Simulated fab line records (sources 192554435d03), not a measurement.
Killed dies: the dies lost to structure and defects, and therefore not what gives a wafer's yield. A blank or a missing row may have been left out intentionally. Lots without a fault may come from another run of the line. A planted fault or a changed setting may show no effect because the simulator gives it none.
Split-lot study -- flow n5-finfet -- 7 lots, 21 wafers read, on a route of 1938 steps

== THE SPLIT ==
At N5_GATE_CUT_EXPOSE_10 (exposes mask GATE CUT, target cd 20 nm), the setting dose-mj was moved away from the recipe's 43.25 on 9 of the 21 wafers read, by -7.0% to +7.3%. All remaining wafers had this setting at the recipe value.

== FROM THE SPLIT TO THE READING: what the file shows between them, 2 steps ==
- N5_GATE_CUT_PEB_11: peb time 60 s
- N5_GATE_CUT_DEVELOP_12: develop time 30 s

== THE READING ==
cd-nm, in nm, at N5_GATE_CUT_CD_MEAS_13 (target cd 20 nm). On this fab line, fault-free wafers typically give 20.05 nm with a standard deviation of 0.25 nm.

wafer,"tool, chamber at the split",dose-mj as run,against the recipe,"cd-nm, nm",against lot-mates on the recipe
L074.1,"euv-scanner-01, 0",43.25,recipe,20.00,-
L074.3,"euv-scanner-01, 0",43.25,recipe,19.45,-
L074.5,"euv-scanner-01, 0",43.25,recipe,19.94,-
L076.2,"euv-scanner-01, 0",43.25,recipe,19.91,-
L076.3,"euv-scanner-01, 0",41.14,-4.9%,18.95,-0.96
L076.5,"euv-scanner-01, 0",41.14,-4.9%,18.54,-1.37
L082.4,"euv-scanner-01, 0",43.25,recipe,19.75,-
L082.5,"euv-scanner-01, 0",45.82,+5.9%,21.14,+1.39
L082.6,"euv-scanner-01, 0",45.82,+5.9%,21.25,+1.50
L083.1,"euv-scanner-01, 0",43.25,recipe,19.50,-
L083.3,"euv-scanner-01, 0",43.25,recipe,19.57,-
L083.5,"euv-scanner-01, 0",40.24,-7.0%,18.15,-1.39
L084.2,"euv-scanner-01, 0",43.25,recipe,20.22,-
L084.3,"euv-scanner-01, 0",43.25,recipe,20.18,-
L084.4,"euv-scanner-01, 0",45.37,+4.9%,21.14,+0.94
L088.1,"euv-scanner-01, 0",43.25,recipe,19.96,-
L088.2,"euv-scanner-01, 0",46.42,+7.3%,21.44,+1.48
L088.3,"euv-scanner-01, 0",46.42,+7.3%,21.80,+1.84
L090.1,"euv-scanner-02, 0",46.31,+7.1%,21.54,+1.42
L090.2,"euv-scanner-02, 0",43.25,recipe,20.29,-
L090.4,"euv-scanner-02, 0",43.25,recipe,19.95,-

THE FIT
A straight line over all 21 wafers: cd-nm changes by +0.236 nm for each +1% of dose-mj; r = +0.97; the points scatter about the line by 0.23 nm.
The same after taking each lot's own level away (the mean of its wafers on the recipe; 21 wafers): +0.222 nm for each +1%; r = +0.98; scatter 0.16 nm.
Per that fit: largest dose-mj move, reading shift of 1.6 nm.
Across the lots, their own levels run from 19.535 to 20.200 nm, a range of 2.7 times the standard deviation given above.
Hence the lot-to-lot level has little effect on the slope; both slopes agree.
Check: for one of the wafers moved furthest among these (+7.3%), held out of the fit, the line's prediction against its lot-mates is +1.65 nm. It came out at +1.48 nm against them.

== THE WHOLE CHAIN: every reading that the file lists as answering this split, in the file's order ==
step,what it does,reading,change (the file's fit),r (the file's)
N5_GATE_CUT_CD_MEAS_13,target cd 20 nm,cd-nm,+0.215 nm for each +1% of the setting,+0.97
N5_GATE_CUT_DESCUM_18,"chemistry O2, time 7 s","GATE_CUT.cd-nm (the simulator's own value, which no gauge read)",+0.217 nm for each +1% of the setting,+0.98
N5_GATE_CUT_ETCH_28,"etches underlayer in N2/H2, target depth 13 nm, time 10.4 s","GATE_CUT.cd-nm (the simulator's own value, which no gauge read)",+0.212 nm for each +1% of the setting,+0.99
N5_GATE_CUT_ETCH_37,"etches SOC in N2/H2, target depth 60 nm, overetch 12 nm, time 90 s","GATE_CUT.cd-nm (the simulator's own value, which no gauge read)",+0.204 nm for each +1% of the setting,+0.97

== THE FILE'S OWN FIT ==
cd-nm changes by +0.215 nm for each +1% of dose-mj, r = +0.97.
